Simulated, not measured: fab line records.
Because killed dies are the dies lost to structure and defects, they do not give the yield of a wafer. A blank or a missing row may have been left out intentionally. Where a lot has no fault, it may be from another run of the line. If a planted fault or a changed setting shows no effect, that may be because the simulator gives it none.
2 desks looking at one fault ; flow n5_finfet ; each desk holds nothing but its own numbers, with what lay behind them at the end

AT THE METROLOGY DESK
What the gauges read for every lot (on any tool): the sampled wafers with a number, averaged. If a lot's mean is further than 4 standard deviations from the usual mean, the lot is out of limits and carries the mark OUT (the distance appears in the brackets).
Columns: A = M8_ILD_THK at N5_BEOL_M8_THK_MEAS_01, usual 155.2 nm
lot;first seen here;A
L908;day 9 01:59;156.8
L912;day 10 05:47;158.9
L911;day 10 11:28;152.8
L914;day 11 06:10;155.8
L917;day 11 08:20;152.6
L915;day 11 09:07;153.4
L925;day 13 12:42;152.9
L928;day 14 10:34;155.1
L931;day 15 00:48;156.4
L930;day 15 02:57;155.9
Result from this desk: across the 10 lots, nothing is out of limits.

TOOL OWNER'S DESK, pecvd-01
The tool's own readings at N5_BEOL_M8_ILD_DEP_00 (deposits SiCOH lowk from DEMS/porogen, target thk 179.75 nm, time 33.4 s): means of the sampled wafers that have a number, for each lot that ran on this tool. If a lot's mean is further than 4 standard deviations from the usual mean, the lot is out of limits and carries the mark OUT (the distance appears in the brackets).
Columns: A = heater_power_w at N5_BEOL_M8_ILD_DEP_00, usual 358 W; B = showerhead_plenum_p_Torr at N5_BEOL_M8_ILD_DEP_00, usual 5.739 Torr; C = susceptor_temp_C at N5_BEOL_M8_ILD_DEP_00, usual 299.99 C; D = throttle_valve_pct at N5_BEOL_M8_ILD_DEP_00, usual 13.5 %
lot;first seen here;A;B;C;D
L908;day 9 01:25;379;5.713;300.02;13.3
L912;day 10 03:46;329;5.754;299.84;13.7
L914;day 11 05:37;391;5.722;305.51 (+31) OUT;13.4
L915;day 11 08:31;361;5.718;305.67 (+32) OUT;13.1
L928;day 14 09:58;361;5.744;299.80;13.6
L931;day 15 00:13;374;5.710;299.98;13.1
L930;day 15 02:22;401;5.723;300.15;13.4
This desk finds L914, L915 out of limits, L914 being first, at day 11 05:37 (susceptor_temp_C at N5_BEOL_M8_ILD_DEP_00). In limits: L908, L912, L928, L931, L930.

ALL TOGETHER
The tool owner's desk could have raised an alarm at day 11 05:37, on L914, L915.
The metrology desk saw nothing out of limits.
The metrology desk holds a record of L914, L915, inside its limits.
N5_BEOL_M8_ILD_DEP_00 was run on pecvd-01 by each of the lots named.

WHAT HAD BEEN PUT IN BY THE SIMULATOR
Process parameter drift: pecvd-01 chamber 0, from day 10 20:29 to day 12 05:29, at N5_BEOL_M8_ILD_DEP_00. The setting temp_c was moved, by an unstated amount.
Struck lots among those shown: L914, L915.
Hours from the fault's start to each desk's first reading out of limits: the tool owner's desk, 9.
